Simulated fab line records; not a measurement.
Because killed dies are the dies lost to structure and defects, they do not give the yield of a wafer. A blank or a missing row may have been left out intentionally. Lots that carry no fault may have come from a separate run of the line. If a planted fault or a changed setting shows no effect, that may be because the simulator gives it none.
Matching of chambers / flow n5Finfet / N5_BEOL_M8_CURE_75 on uvCure-02 has 3 sister chambers
The step cures SiCOH lowk, time 120 s. 3 wafers are shown with their chamber, then 12 later ones without.

== WAFERS WITH THEIR CHAMBER ==
wafer=L080.6 chamber=1 wafer_temp_C_max=372.9
wafer=L083.6 chamber=0 wafer_temp_C_max=371.6
wafer=L082.5 chamber=2 wafer_temp_C_max=371.4

== WAFERS WITHOUT THEIR CHAMBER ==
wafer=L085.1 wafer_temp_C_max=371.8
wafer=L085.2 wafer_temp_C_max=371.3
wafer=L085.3 wafer_temp_C_max=371.3
wafer=L094.1 wafer_temp_C_max=371.3
wafer=L094.2 wafer_temp_C_max=371.1
wafer=L094.3 wafer_temp_C_max=371.2
wafer=L095.2 wafer_temp_C_max=372.9
wafer=L095.3 wafer_temp_C_max=372.3
wafer=L095.6 wafer_temp_C_max=372.2
wafer=L096.4 wafer_temp_C_max=371.0
wafer=L096.5 wafer_temp_C_max=371.4
wafer=L096.6 wafer_temp_C_max=371.4

== CHAMBER TAKEN BY EACH ==
wafer=L085.1; from the rows above=can't be placed: 0 or 2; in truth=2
wafer=L085.2; from the rows above=can't be placed: 2 or 0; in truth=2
wafer=L085.3; from the rows above=can't be placed: 2 or 0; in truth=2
wafer=L094.1; from the rows above=can't be placed: 2 or 0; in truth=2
wafer=L094.2; from the rows above=can't be placed: 2 or 0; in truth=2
wafer=L094.3; from the rows above=can't be placed: 2 or 0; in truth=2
wafer=L095.2; from the rows above=1; in truth=1
wafer=L095.3; from the rows above=can't be placed: 1 or 0 or 2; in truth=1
wafer=L095.6; from the rows above=can't be placed: 0 or 1 or 2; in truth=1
wafer=L096.4; from the rows above=can't be placed: 2 or 0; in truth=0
wafer=L096.5; from the rows above=can't be placed: 2 or 0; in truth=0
wafer=L096.6; from the rows above=can't be placed: 2 or 0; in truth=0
Correctly placed: 1 of 12. Cannot be placed on the basis of these rows: 11; the candidates contain the true chamber in 11. Wrongly placed: 0.
How it was worked out, from the rows above alone: a wafer's distance from a chamber is the root of the sum, over the readings, of the square of ((its reading less the chamber's mean) divided by the reading's scatter). If the next closest chamber is less than 2 further off than the closest, the wafer can't be placed; otherwise it belongs to the closest. For every chamber, the mean is computed from those of its wafers that are shown. The scatter (one wafer shown for each chamber): square how far every hidden wafer sits from the nearest shown wafer, average those squares and take the square root.
